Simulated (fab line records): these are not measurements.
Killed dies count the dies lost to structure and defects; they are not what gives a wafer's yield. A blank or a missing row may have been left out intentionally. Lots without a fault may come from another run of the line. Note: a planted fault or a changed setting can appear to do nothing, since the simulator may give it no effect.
Which tool was responsible?    flow nand_harc    Sampling: 12 lots, 36 wafers, 5 of 1159 route steps

== WHAT THE GAUGES SHOWED, per wafer ==
NHARC_A_BONDPAD_THK_MEAS_20: measures by xrf. Usual: 169.7 nm for thk_nm, sd 1.6.
lot   measured      on             thk_nm (nm)        flag
L139  day 19 13:42  film_metro-01  167.2 169.3 168.4  
L140  day 18 13:21  film_metro-01  171.5 170.7 170.1  
L141  day 18 10:26  film_metro-02  170.3 172.0 169.8  
L142  day 18 14:53  film_metro-01  171.2 172.4 167.5  
L143  day 19 00:44  film_metro-02  169.1 168.8 168.2  
L144  day 19 05:14  film_metro-02  170.0 170.8 168.2  
L145  day 18 18:08  film_metro-02  171.3 169.9 170.7  
L149  day 21 05:25  film_metro-02  168.4 169.2 171.3  
L155  day 22 11:14  film_metro-01  170.0 168.8 169.9  
L158  day 22 20:02  film_metro-01  170.0 170.5 172.6  
L159  day 22 12:52  film_metro-01  168.9 169.8 170.4  
L162  day 23 16:56  film_metro-01  168.1 167.7 169.2  

NHARC_END_SORT_01. Usual: killed_at_array 21, standard deviation 8.9; killed_at_other 0.8, standard deviation 1.3; killed_at_periphery 3.6, standard deviation 2.4; killed_dies 26, standard deviation 8.9; killed_open 3.1, standard deviation 1.8; killed_short 1.9, standard deviation 1.3.
lot   measured      on         killed_at_array  killed_at_other  killed_at_periphery  killed_dies  killed_open  killed_short  flag
L149  day 22 13:22  prober-02  50 56 51         2 1 2            3 4 4                55 61 57     1 2 1        3 2 2         OFF

== TOOL THAT RAN EACH LOT (tool first, then ch and the chambers of the sampled wafers, then the start) ==
lot   NHARC_A_SOURCE_PLATE_CVD_03       NHARC_A_BONDPAD_PVD_27                   NHARC_THIN_TSV_ETCH_15
L139  lpcvd_poly-01 ch 0, day 7 09:07   pvd_sputter-03, day 19 13:42 or earlier  rie_si-06 ch 1,2, day 20 03:14
L140  lpcvd_poly-02 ch 0, day 7 14:16   pvd_sputter-02, day 18 13:21 or earlier  rie_si-05 ch 1,2, day 19 01:07
L141  lpcvd_poly-01 ch 0, day 7 17:52   pvd_sputter-02, day 18 10:26 or earlier  rie_si-06 ch 0,1,3, day 19 00:01
L142  lpcvd_poly-02 ch 0, day 8 01:58   pvd_sputter-03, day 18 14:53 or earlier  rie_si-01 ch 0,1,3, day 19 07:32
L143  lpcvd_poly-02 ch 0, day 8 01:58   pvd_sputter-01, day 19 00:44 or earlier  rie_si-05 ch 0,1,3, day 19 16:42
L144  lpcvd_poly-01 ch 0, day 8 05:52   pvd_sputter-01, day 19 05:14 or earlier  rie_si-06 ch 0,2,3, day 19 17:56
L145  lpcvd_poly-01 ch 0, day 8 05:52   pvd_sputter-03, day 18 18:08 or earlier  rie_si-05 ch 0,2,3, day 19 08:46
L149  lpcvd_poly-03 ch 0, day 9 18:32   pvd_sputter-01, day 21 05:25 or earlier  rie_si-01 ch 2,3, day 21 21:02
L155  lpcvd_poly-01 ch 0, day 11 02:43  pvd_sputter-02, day 22 11:14 or earlier  rie_si-01 ch 1,2, day 23 00:56
L158  lpcvd_poly-01 ch 0, day 11 20:46  pvd_sputter-03, day 22 20:02 or earlier  rie_si-01 ch 1,2,3, day 23 10:40
L159  lpcvd_poly-01 ch 0, day 11 20:46  pvd_sputter-03, day 22 12:52 or earlier  rie_si-05 ch 2,3, day 23 02:08
L162  lpcvd_poly-01 ch 0, day 13 05:24  pvd_sputter-02, day 23 16:56 or earlier  rie_si-05 ch 0,2,3, day 24 07:08
- NHARC_A_SOURCE_PLATE_CVD_03: deposits poly-Si, target thk 200 nm, time 4000 s.
- NHARC_A_BONDPAD_PVD_27: deposits Cu, target thk 30 nm, time 20.49 s.
- NHARC_THIN_TSV_ETCH_15: target depth 3000 nm, bosch target overetch cycles 2, bosch etch step 2.8 s.

== AS READ BY THE TOOLS THEMSELVES (means over the sampled wafers that have a number; for cases with no such wafer, the mark the record gives instead) ==
NHARC_A_BONDPAD_PVD_27. Usual: 29.3 % for throttle_valve_pct, sd 0.64.
lot   tool            throttle_valve_pct (%)  flag
L139  pvd_sputter-03  28.8                    
L140  pvd_sputter-02  29.3                    
L141  pvd_sputter-02  29.3                    
L142  pvd_sputter-03  28.7                    
L143  pvd_sputter-01  30.4                    
L144  pvd_sputter-01  29.1                    
L145  pvd_sputter-03  29.7                    
L149  pvd_sputter-01  28.6                    
L155  pvd_sputter-02  29.7                    
L158  pvd_sputter-03  28.8                    
L159  pvd_sputter-03  28.9                    
L162  pvd_sputter-02  29.3                    

NHARC_THIN_TSV_ETCH_15. Usual: 5.7 A for drypump_motor_current_A, sd 0.41.
lot   tool       drypump_motor_current_A (A)  flag
L139  rie_si-06  5.2                          
L140  rie_si-05  5.8                          
L141  rie_si-06  5.5                          
L142  rie_si-01  5.9                          
L143  rie_si-05  5.7                          
L144  rie_si-06  5.8                          
L145  rie_si-05  5.6                          
L149  rie_si-01  5.6                          
L155  rie_si-01  6.3                          
L158  rie_si-01  5.9                          
L159  rie_si-05  5.6                          
L162  rie_si-05  5.6                          

== THE ANSWER, worked out from the rows above alone ==
Rule: lot off if the mean of its wafers having a number is beyond 3 standard deviations from the usual mean. Also off: a lot with no number at a reading for which 4 or more lots have one. Where the step has rows for the other lots, those lots are counted as sound. Order of review: gauges by route order, followed by the tools' own readings, for which a lot's mean as printed above is used. At the first step where some lot is off, the reading lying furthest off is the one used; lots without a number count as furthest.
Off at NHARC_END_SORT_01 (killed_dies): L149. Neither off nor sound, because the step has no rows for them: L139, L140, L141, L142, L143, L144, L145, L155, L158, L159, L162.
A tool fits if, at a process step before that reading, it ran every lot that is off, and no sound lot after the first of them. Gauges at NHARC_END_SORT_01: tried the same way as those tools. NHARC_A_BONDPAD_PVD_27: start missing for some lots; hours and lot order therefore follow NHARC_A_BONDPAD_THK_MEAS_20. Can't be told from this: 4 tools fit, lpcvd_poly-03 at NHARC_A_SOURCE_PLATE_CVD_03, pvd_sputter-01 at NHARC_A_BONDPAD_PVD_27, rie_si-01 at NHARC_THIN_TSV_ETCH_15, prober-02 at NHARC_END_SORT_01.

== WHAT HAD BEEN PUT IN BY THE SIMULATOR ==
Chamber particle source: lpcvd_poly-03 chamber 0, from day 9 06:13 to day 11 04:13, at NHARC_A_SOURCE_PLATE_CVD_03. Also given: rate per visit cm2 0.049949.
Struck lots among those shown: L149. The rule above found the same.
